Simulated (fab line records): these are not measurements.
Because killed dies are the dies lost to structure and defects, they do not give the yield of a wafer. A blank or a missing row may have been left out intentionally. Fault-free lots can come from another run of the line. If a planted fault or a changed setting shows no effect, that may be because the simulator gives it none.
Matching of chambers -- flow n5 finfet -- N5_BEOL_M0_ETCH_128 on rie diel-01 has 4 sister chambers
The step etches SiCN in CF4/N2, target depth 12 nm, overetch 5.1 nm, time 21.4 s. 8 wafers are shown with their chamber, then 7 later ones without.

WAFERS WITH THEIR CHAMBER
wafer,chamber,showerhead plenum p Torr (Torr),throttle valve pct (%)
L078.2,3,2.17,15.03
L079.6,0,2.33,15.02
L083.5,1,2.30,15.65
L084.1,3,2.17,15.07
L084.3,0,2.33,15.03
L084.5,1,2.30,15.66
L090.1,2,2.26,15.86
L090.5,2,2.27,15.85

WAFERS MISSING THEIR CHAMBER
wafer,showerhead plenum p Torr (Torr),throttle valve pct (%)
L090.6,2.16,15.09
L093.2,2.32,15.07
L093.4,2.26,15.87
L093.6,2.29,15.69
L096.1,2.26,15.32
L096.3,2.31,15.09
L096.4,2.28,15.72

WHICH CHAMBER EACH ONE RAN IN
wafer,from the rows above,in truth
L090.6,3,3
L093.2,0,0
L093.4,2,2
L093.6,1,1
L096.1,1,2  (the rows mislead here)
L096.3,0,0
L096.4,1,1
Correct placement for 6 of the 7. Number that these rows cannot place: 0. Wrongly placed: 1.
How it was worked out, from the rows above alone: a wafer's distance from a chamber is the root of the sum, over the readings, of the square of ((its reading less the chamber's mean) divided by the reading's scatter). If the next closest chamber is less than 2 further off than the closest, the wafer can't be placed; otherwise it belongs to the closest. For every chamber, the mean is computed from those of its wafers that are shown. The scatter: the root of (the sum of the squares of (reading less its chamber's mean) over the shown wafers, divided by (wafers less chambers)).
